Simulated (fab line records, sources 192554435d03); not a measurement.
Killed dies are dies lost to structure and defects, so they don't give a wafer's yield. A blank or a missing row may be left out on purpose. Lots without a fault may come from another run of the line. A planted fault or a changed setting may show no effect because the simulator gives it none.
Chamber matching | flow n5_finfet | N5_BEOL_M8_CURE_74 on uv_cure-03: 3 sister chambers
The step cures SiCOH lowk, time 240 s. 3 wafers are shown with their chamber, then 11 later ones without.

WAFERS WITH THEIR CHAMBER
wafer  | chamber | wafer_temp_C_max
L082.5 | 1       | 386.3
L083.5 | 2       | 386.3
L085.2 | 0       | 386.5

WAFERS WITHOUT THEIR CHAMBER
wafer  | wafer_temp_C_max
L085.3 | 386.4
L085.4 | 386.6
L086.1 | 386.9
L086.3 | 386.9
L086.5 | 387.1
L090.2 | 386.4
L090.3 | 386.9
L090.5 | 386.7
L097.3 | 386.3
L097.5 | 385.9
L097.6 | 385.9

WHICH CHAMBER EACH WENT THROUGH
wafer  | from the rows above          | in truth
L085.3 | can't be placed: 1 or 2 or 0 | 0
L085.4 | can't be placed: 0 or 1 or 2 | 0
L086.1 | can't be placed: 0 or 1 or 2 | 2
L086.3 | can't be placed: 0 or 1 or 2 | 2
L086.5 | can't be placed: 0 or 1 or 2 | 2
L090.2 | can't be placed: 1 or 2 or 0 | 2
L090.3 | can't be placed: 0 or 1 or 2 | 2
L090.5 | can't be placed: 0 or 1 or 2 | 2
L097.3 | can't be placed: 1 or 2 or 0 | 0
L097.5 | can't be placed: 1 or 2 or 0 | 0
L097.6 | can't be placed: 1 or 2 or 0 | 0
Placed correctly: 0 of 11. Can't be placed from these rows: 11 (the true chamber is among the candidates in 11). Placed wrongly: 0.
How it was worked out, from the rows above alone: a wafer's distance from a chamber is the root of the sum, over the readings, of the square of ((its reading less the chamber's mean) divided by the reading's scatter). The wafer belongs to the nearest chamber; if the next one is less than 2 further off, it can't be placed. A chamber's mean is the mean of its shown wafers. The scatter: with one shown wafer a chamber, the root of the mean of the squares of how far each hidden wafer lies from its nearest shown one.
